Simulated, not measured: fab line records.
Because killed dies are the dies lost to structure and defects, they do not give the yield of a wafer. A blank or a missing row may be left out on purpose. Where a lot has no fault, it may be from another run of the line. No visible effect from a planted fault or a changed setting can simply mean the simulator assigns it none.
Matching of chambers	flow nand harc	NHARC_A_STAIRCASE_TRIM_187 on rie diel-04 has 4 sister chambers
The step chemistry O2, time 211.2 s. 4 wafers are shown with their chamber, then 9 later ones without.

== WAFERS, EACH WITH ITS CHAMBER ==
wafer	chamber	drypump motor current A (A)
L082.5	2	5.6
L085.6	3	6.2
L092.1	0	6.2
L092.6	1	5.9

== WAFERS WITHOUT THEIR CHAMBER ==
wafer	drypump motor current A (A)
L093.3	6.2
L093.4	6.2
L093.5	6.2
L094.1	6.2
L094.2	6.0
L094.5	6.2
L095.2	5.9
L095.3	6.2
L095.5	6.1

== THE CHAMBER EACH PASSED THROUGH ==
wafer	from the rows above	in truth
L093.3	can't be placed: 0 or 3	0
L093.4	can't be placed: 0 or 3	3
L093.5	can't be placed: 0 or 3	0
L094.1	can't be placed: 0 or 3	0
L094.2	1	1
L094.5	can't be placed: 0 or 3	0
L095.2	1	1
L095.3	can't be placed: 0 or 3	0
L095.5	can't be placed: 0 or 3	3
Correctly placed: 2 of 9. From these rows, 7 cannot be placed; in 7 the true chamber is one of the candidates. Placed wrongly: 0.
How it was worked out, from the rows above alone: a wafer's distance from a chamber is the root of the sum, over the readings, of the square of ((its reading less the chamber's mean) divided by the reading's scatter). The wafer belongs to the nearest chamber; if the next one is less than 2 further off, it can't be placed. For every chamber, the mean is computed from those of its wafers that are shown. The scatter: root of mean squared gap, hidden wafer to nearest shown wafer, with one shown wafer a chamber.
